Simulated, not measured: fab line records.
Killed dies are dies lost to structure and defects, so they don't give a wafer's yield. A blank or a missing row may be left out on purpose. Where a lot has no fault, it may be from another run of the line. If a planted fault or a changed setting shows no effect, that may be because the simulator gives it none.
Split-lot study :: flow n5Finfet :: 21 wafers read from 7 lots, route of 1938 steps

== ABOUT THE SPLIT ==
At N5_BEOL_M2_DESCUM_33 (chemistry O2, time 7 s), the setting timeS was moved away from the recipe's 7 s on 10 of the 21 wafers read, by -18.3% to +18.3%. This setting was run at the recipe's value on the other wafers.

== SPLIT TO READING: what lies between them in the file, 1 step ==
- N5_BEOL_M2_ETCH_77: etches underlayer in N2/H2, target depth 6.5 nm, time 5.2 s

== THE READING ==
CAR-EUV_of_BEOL_M2_COAT_22.thkNm (the simulator's own value, which no gauge read), in nm, at N5_BEOL_M2_ETCH_69 (etches SiARC in CF4, target depth 15.6 nm, time 26 s). No usual value for it is given in the file. The 11 wafers here that ran the recipe average 11.2 nm, standard deviation 0.057 nm.

wafer: L075.1
tool, chamber at the split: rieDiel-04, 2,3
timeS as run, s: 7
against the recipe: recipe
CAR-EUV_of_BEOL_M2_COAT_22.thkNm, nm: 11.2
against lot-mates on the recipe: -

wafer: L075.3
tool, chamber at the split: rieDiel-04, 2,3
timeS as run, s: 7
against the recipe: recipe
CAR-EUV_of_BEOL_M2_COAT_22.thkNm, nm: 11.2
against lot-mates on the recipe: -

wafer: L075.6
tool, chamber at the split: rieDiel-04, 0
timeS as run, s: 6.087
against the recipe: -13.0%
CAR-EUV_of_BEOL_M2_COAT_22.thkNm, nm: 11.8
against lot-mates on the recipe: +0.6

wafer: L077.1
tool, chamber at the split: rieDiel-04, 1,0,0
timeS as run, s: 7
against the recipe: recipe
CAR-EUV_of_BEOL_M2_COAT_22.thkNm, nm: 11.2
against lot-mates on the recipe: -

wafer: L077.2
tool, chamber at the split: rieDiel-04, 1,0,0
timeS as run, s: 7
against the recipe: recipe
CAR-EUV_of_BEOL_M2_COAT_22.thkNm, nm: 11.2
against lot-mates on the recipe: -

wafer: L077.5
tool, chamber at the split: rieDiel-04, 1,0,0
timeS as run, s: 7
against the recipe: recipe
CAR-EUV_of_BEOL_M2_COAT_22.thkNm, nm: 11.2
against lot-mates on the recipe: -

wafer: L078.2
tool, chamber at the split: rieDiel-05, 0
timeS as run, s: 8.279
against the recipe: +18.3%
CAR-EUV_of_BEOL_M2_COAT_22.thkNm, nm: 10.6
against lot-mates on the recipe: -0.6

wafer: L078.3
tool, chamber at the split: rieDiel-05, 1,2
timeS as run, s: 7
against the recipe: recipe
CAR-EUV_of_BEOL_M2_COAT_22.thkNm, nm: 11.2
against lot-mates on the recipe: -

wafer: L078.4
tool, chamber at the split: rieDiel-05, 1,2
timeS as run, s: 7
against the recipe: recipe
CAR-EUV_of_BEOL_M2_COAT_22.thkNm, nm: 11.2
against lot-mates on the recipe: -

wafer: L081.2
tool, chamber at the split: rieDiel-05, 2,0
timeS as run, s: 5.717
against the recipe: -18.3%
CAR-EUV_of_BEOL_M2_COAT_22.thkNm, nm: 11.8
against lot-mates on the recipe: +0.6

wafer: L081.3
tool, chamber at the split: rieDiel-05, 2,0
timeS as run, s: 5.717
against the recipe: -18.3%
CAR-EUV_of_BEOL_M2_COAT_22.thkNm, nm: 11.8
against lot-mates on the recipe: +0.6

wafer: L081.5
tool, chamber at the split: rieDiel-05, 0
timeS as run, s: 7
against the recipe: recipe
CAR-EUV_of_BEOL_M2_COAT_22.thkNm, nm: 11.2
against lot-mates on the recipe: -

wafer: L090.4
tool, chamber at the split: rieDiel-03, 3,1,2
timeS as run, s: 5.717
against the recipe: -18.3%
CAR-EUV_of_BEOL_M2_COAT_22.thkNm, nm: 11.8
against lot-mates on the recipe: no lot-mate on the recipe

wafer: L090.5
tool, chamber at the split: rieDiel-03, 3,1,2
timeS as run, s: 5.717
against the recipe: -18.3%
CAR-EUV_of_BEOL_M2_COAT_22.thkNm, nm: 11.8
against lot-mates on the recipe: no lot-mate on the recipe

wafer: L090.6
tool, chamber at the split: rieDiel-03, 3,1,2
timeS as run, s: 5.717
against the recipe: -18.3%
CAR-EUV_of_BEOL_M2_COAT_22.thkNm, nm: 11.8
against lot-mates on the recipe: no lot-mate on the recipe

wafer: L091.2
tool, chamber at the split: rieDiel-03, 1
timeS as run, s: 7
against the recipe: recipe
CAR-EUV_of_BEOL_M2_COAT_22.thkNm, nm: 11.2
against lot-mates on the recipe: -

wafer: L091.6
tool, chamber at the split: rieDiel-03, 1
timeS as run, s: 7
against the recipe: recipe
CAR-EUV_of_BEOL_M2_COAT_22.thkNm, nm: 11.2
against lot-mates on the recipe: -

wafer: L091.5
tool, chamber at the split: rieDiel-03, 3
timeS as run, s: 7
against the recipe: recipe
CAR-EUV_of_BEOL_M2_COAT_22.thkNm, nm: 11.4
against lot-mates on the recipe: -

wafer: L092.2
tool, chamber at the split: rieDiel-03, 3
timeS as run, s: 6.074
against the recipe: -13.2%
CAR-EUV_of_BEOL_M2_COAT_22.thkNm, nm: 11.6
against lot-mates on the recipe: no lot-mate on the recipe

wafer: L092.3
tool, chamber at the split: rieDiel-03, 1,0
timeS as run, s: 6.074
against the recipe: -13.2%
CAR-EUV_of_BEOL_M2_COAT_22.thkNm, nm: 11.6
against lot-mates on the recipe: no lot-mate on the recipe

wafer: L092.6
tool, chamber at the split: rieDiel-03, 1,0
timeS as run, s: 6.074
against the recipe: -13.2%
CAR-EUV_of_BEOL_M2_COAT_22.thkNm, nm: 11.6
against lot-mates on the recipe: no lot-mate on the recipe
If several chambers appear in one row, that row covers several wafers at once and the file leaves open which wafer was in which chamber.

FIT RESULTS
A straight line over all 21 wafers: CAR-EUV_of_BEOL_M2_COAT_22.thkNm changes by -0.0324 nm for each +1% of timeS; r = -0.98; the points scatter about the line by 0.06 nm.
The same after taking each lot's own level away (the mean of its wafers on the recipe; 15 wafers): -0.0345 nm for each +1%; r = -0.98; scatter 0.063 nm.
That fit puts the effect of the largest move of timeS on the reading at 0.63 nm.
The lots' own levels span 11.20 to 11.27 nm, that is 1.2 times the standard deviation above.
So the lot-to-lot level changes the slope little: the two slopes agree.
Check: with one of the wafers moved furthest among these (-18.3%) left out of the fit, the line predicts +0.657 nm for it against its lot-mates. It came out at +0.6 nm against them.

== FURTHER SPLITS ON THESE WAFERS ==
These wafers also went through other splits before the reading. Each is held against what the fit with the lots' levels taken away leaves over:
other split on the same wafers: N5_BEOL_M0_SAQP_EXPOSE_37 doseMj
wafers away from the commonest value: 8
r with CAR-EUV_of_BEOL_M2_COAT_22.thkNm (lot level and that fit taken away): -0.07

other split on the same wafers: N5_BEOL_M0_CUTY_EXPOSE_54 doseMj
wafers away from the commonest value: 7
r with CAR-EUV_of_BEOL_M2_COAT_22.thkNm (lot level and that fit taken away): +0.06

other split on the same wafers: N5_BEOL_M1_COAT_22 spinRpm
wafers away from the commonest value: 6
r with CAR-EUV_of_BEOL_M2_COAT_22.thkNm (lot level and that fit taken away): +0.02

== THE WHOLE CHAIN: every reading that the file lists as answering this split, in the file's order ==
step: N5_BEOL_M2_DESCUM_33
what it does: chemistry O2, time 7 s
reading: CAR-EUV_of_BEOL_M2_COAT_22.thkNm (the simulator's own value, which no gauge read)
change (the file's fit): -0.0367 nm for each +1% of the setting
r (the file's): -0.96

step: N5_BEOL_M2_ETCH_77
what it does: etches underlayer in N2/H2, target depth 6.5 nm, time 5.2 s
reading: CAR-EUV_of_BEOL_M2_COAT_22.thkNm (the simulator's own value, which no gauge read)
change (the file's fit): -0.0339 nm for each +1% of the setting
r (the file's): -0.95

step: N5_BEOL_M2_ETCH_69
what it does: etches SiARC in CF4, target depth 15.6 nm, time 26 s
reading: CAR-EUV_of_BEOL_M2_COAT_22.thkNm (the simulator's own value, which no gauge read)
change (the file's fit): -0.0355 nm for each +1% of the setting
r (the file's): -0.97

== FILE'S OWN FIT ==
CAR-EUV_of_BEOL_M2_COAT_22.thkNm changes by -0.0355 nm for each +1% of timeS, r = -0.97.
